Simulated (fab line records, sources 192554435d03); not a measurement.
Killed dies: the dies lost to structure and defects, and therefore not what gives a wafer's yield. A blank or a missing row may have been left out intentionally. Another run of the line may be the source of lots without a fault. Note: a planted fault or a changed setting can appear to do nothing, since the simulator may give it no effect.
Chamber matching + flow n5 finfet + rie diel-05 running N5_SD_EPI_P_DESCUM_14: 4 sister chambers
The step chemistry O2, time 7.9 s. 22 wafers are shown with their chamber, then 11 later ones without.

== WAFERS PAIRED WITH THEIR CHAMBERS ==
| wafer  | chamber | throttle valve pct (%) | showerhead plenum p Torr (Torr) | drypump motor current A (A) |
|--------|---------|------------------------|---------------------------------|-----------------------------|
| L075.2 | 3       | 20.60                  | 2.18                            | 6.1                         |
| L075.5 | 0       | 20.91                  | 1.98                            | 6.5                         |
| L075.6 | 3       | 20.57                  | 2.18                            | 6.2                         |
| L077.3 | 2       | 20.10                  | 2.00                            | 6.2                         |
| L077.5 | 0       | 20.91                  | 1.97                            | 6.4                         |
| L077.6 | 1       | 20.16                  | 2.09                            | 6.0                         |
| L079.1 | 1       | 20.16                  | 2.09                            | 6.0                         |
| L079.3 | 0       | 20.93                  | 1.97                            | 6.4                         |
| L079.4 | 3       | 20.61                  | 2.18                            | 6.2                         |
| L086.1 | 2       | 20.11                  | 1.99                            | 6.2                         |
| L086.2 | 0       | 20.93                  | 1.97                            | 6.4                         |
| L086.4 | 1       | 20.18                  | 2.08                            | 6.0                         |
| L087.1 | 2       | 20.14                  | 1.99                            | 6.2                         |
| L087.2 | 0       | 20.95                  | 1.97                            | 6.4                         |
| L087.3 | 1       | 20.18                  | 2.08                            | 6.0                         |
| L087.4 | 3       | 20.63                  | 2.17                            | 6.2                         |
| L087.5 | 1       | 20.19                  | 2.08                            | 6.0                         |
| L087.6 | 2       | 20.13                  | 1.99                            | 6.2                         |
| L089.1 | 1       | 20.20                  | 2.08                            | 6.0                         |
| L089.2 | 3       | 20.62                  | 2.17                            | 6.2                         |
| L089.4 | 0       | 20.95                  | 1.97                            | 6.4                         |
| L090.3 | 1       | 20.19                  | 2.08                            | 6.0                         |

SIGNATURES, as means of the wafers listed above
| reading                  | chamber 0 | chamber 1 | chamber 2 | chamber 3 | scatter within a chamber |
|--------------------------|-----------|-----------|-----------|-----------|--------------------------|
| throttle valve pct       | 20.9300   | 20.1800   | 20.1200   | 20.6060   | 0.0184                   |
| showerhead plenum p Torr | 1.9717    | 2.0829    | 1.9925    | 2.1760    | 0.00484                  |
| drypump motor current A  | 6.417     | 6.000     | 6.200     | 6.180     | 0.0301                   |
Rule: for a wafer and a chamber, the distance is found by dividing, reading by reading, the gap between the wafer's reading and the chamber's mean by the reading's scatter, squaring, summing and taking the root. The wafer belongs to the nearest chamber; if the next one is less than 2 further off, it can't be placed. The scatter: the root of (the sum of the squares of (reading less its chamber's mean) over the shown wafers, divided by (wafers less chambers)).

== WAFERS WHOSE CHAMBER IS MISSING ==
| wafer  | throttle valve pct (%) | showerhead plenum p Torr (Torr) | drypump motor current A (A) |
|--------|------------------------|---------------------------------|-----------------------------|
| L090.4 | 20.15                  | 1.99                            | 6.2                         |
| L090.6 | 20.64                  | 2.17                            | 6.1                         |
| L091.1 | 20.14                  | 1.99                            | 6.2                         |
| L091.2 | 20.20                  | 2.08                            | 6.0                         |
| L091.3 | 20.95                  | 1.97                            | 6.4                         |
| L091.4 | 20.63                  | 2.17                            | 6.2                         |
| L091.5 | 20.18                  | 2.08                            | 6.1                         |
| L091.6 | 20.15                  | 1.99                            | 6.2                         |
| L093.4 | 20.15                  | 1.98                            | 6.2                         |
| L093.5 | 20.95                  | 1.96                            | 6.4                         |
| L093.6 | 20.62                  | 2.17                            | 6.1                         |

== WHICH CHAMBER EACH WENT THROUGH ==
| wafer  | from the rows above | in truth |
|--------|---------------------|----------|
| L090.4 | 2                   | 2        |
| L090.6 | 3                   | 3        |
| L091.1 | 2                   | 2        |
| L091.2 | 1                   | 1        |
| L091.3 | 0                   | 0        |
| L091.4 | 3                   | 3        |
| L091.5 | 1                   | 1        |
| L091.6 | 2                   | 2        |
| L093.4 | 2                   | 2        |
| L093.5 | 0                   | 0        |
| L093.6 | 3                   | 3        |
Correct placement for 11 of the 11. Not placeable from these rows: 0. 0 placed wrongly.
